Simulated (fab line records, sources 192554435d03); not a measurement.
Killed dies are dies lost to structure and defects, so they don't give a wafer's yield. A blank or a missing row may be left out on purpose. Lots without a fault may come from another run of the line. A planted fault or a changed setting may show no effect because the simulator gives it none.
Split-lot experiment | flow n5_finfet | 7 lots, 21 wafers read, on a route of 1938 steps

THE SPLIT
At N5_HKMG_FIN_ETCH_55 (etches SOC in N2/H2, target depth 240 nm, time 300 s), the setting bias_w was moved away from the recipe's 150 W on 8 of the 21 wafers read, by -15.3% to +15.3%. The other wafers ran this setting at the recipe's value.

The reading is taken at the split's own step.

THE READING
rf_vpp_V, in V, at N5_HKMG_FIN_ETCH_55 (etches SOC in N2/H2, target depth 240 nm, time 300 s). Fault-free wafers of this fab line usually give 523 V, standard deviation 3.1 V.

wafer  | tool, chamber at the split | bias_w as run, W | against the recipe | rf_vpp_V, V | against lot-mates on the recipe
L074.2 | rie_diel-04, 3             | 137              | -8.7%              | 492         | -28
L074.3 | rie_diel-04, 1             | 150              | recipe             | 520         | -
L074.6 | rie_diel-04, 1             | 150              | recipe             | 520         | -
L076.1 | rie_diel-05, 3             | 150              | recipe             | 528         | -
L076.4 | rie_diel-05, 1             | 150              | recipe             | 519         | -
L076.5 | rie_diel-05, 3             | 139              | -7.3%              | 502         | -22
L079.3 | rie_diel-03, 0             | 150              | recipe             | 528         | -
L079.4 | rie_diel-03, 1             | 150              | recipe             | 523         | -
L079.5 | rie_diel-03, 3             | 150              | recipe             | 524         | -
L087.3 | rie_diel-04, 3             | 127              | -15.3%             | 468         | -52
L087.4 | rie_diel-04, 1             | 127              | -15.3%             | 469         | -51
L087.6 | rie_diel-04, 2             | 150              | recipe             | 520         | -
L092.4 | rie_diel-03, 0             | 150              | recipe             | 528         | -
L092.5 | rie_diel-03, 0             | 150              | recipe             | 528         | -
L092.6 | rie_diel-03, 3             | 150              | recipe             | 523         | -
L094.4 | rie_diel-03, 2             | 173              | +15.3%             | 570         | no lot-mate on the recipe
L094.5 | rie_diel-03, 0             | 173              | +15.3%             | 578         | no lot-mate on the recipe
L094.6 | rie_diel-03, 3             | 173              | +15.3%             | 572         | no lot-mate on the recipe
L097.3 | rie_diel-04, 0             | 132.9            | -11.4%             | 486         | -40
L097.5 | rie_diel-04, 0             | 150              | recipe             | 525         | -
L097.6 | rie_diel-04, 3             | 150              | recipe             | 528         | -

THE FIT
A straight line over all 21 wafers: rf_vpp_V changes by +3.37 V for each +1% of bias_w; r = +0.99; the points scatter about the line by 3.6 V.
The same after taking each lot's own level away (the mean of its wafers on the recipe; 18 wafers): +3.36 V for each +1%; r = +0.99; scatter 2.4 V.
On that fit, the largest move of bias_w shifts the reading by 51 V.
The lots' own levels span 520.0 to 526.5 V, that is 2.1 times the standard deviation above.
So the lot-to-lot level changes the slope little: the two slopes agree.
Check: with one of the wafers moved furthest among these (-15.3%) left out of the fit, the line predicts -51.1 V for it against its lot-mates. It came out at -52 V against them.
Tool readings at the split's step, against how far the setting was moved: rf_vpp_V r = +0.99.

OTHER SPLITS ON THESE WAFERS
These wafers also went through other splits before the reading. Each is held against what the fit with the lots' levels taken away leaves over:
other split on the same wafers | wafers away from the commonest value | r with rf_vpp_V (lot level and that fit taken away)
N5_SD_EPI_P_EPI_21 time_s      | 3                                    | -0.07

THE FILE'S OWN FIT
rf_vpp_V changes by +3.33 V for each +1% of bias_w, r = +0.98.
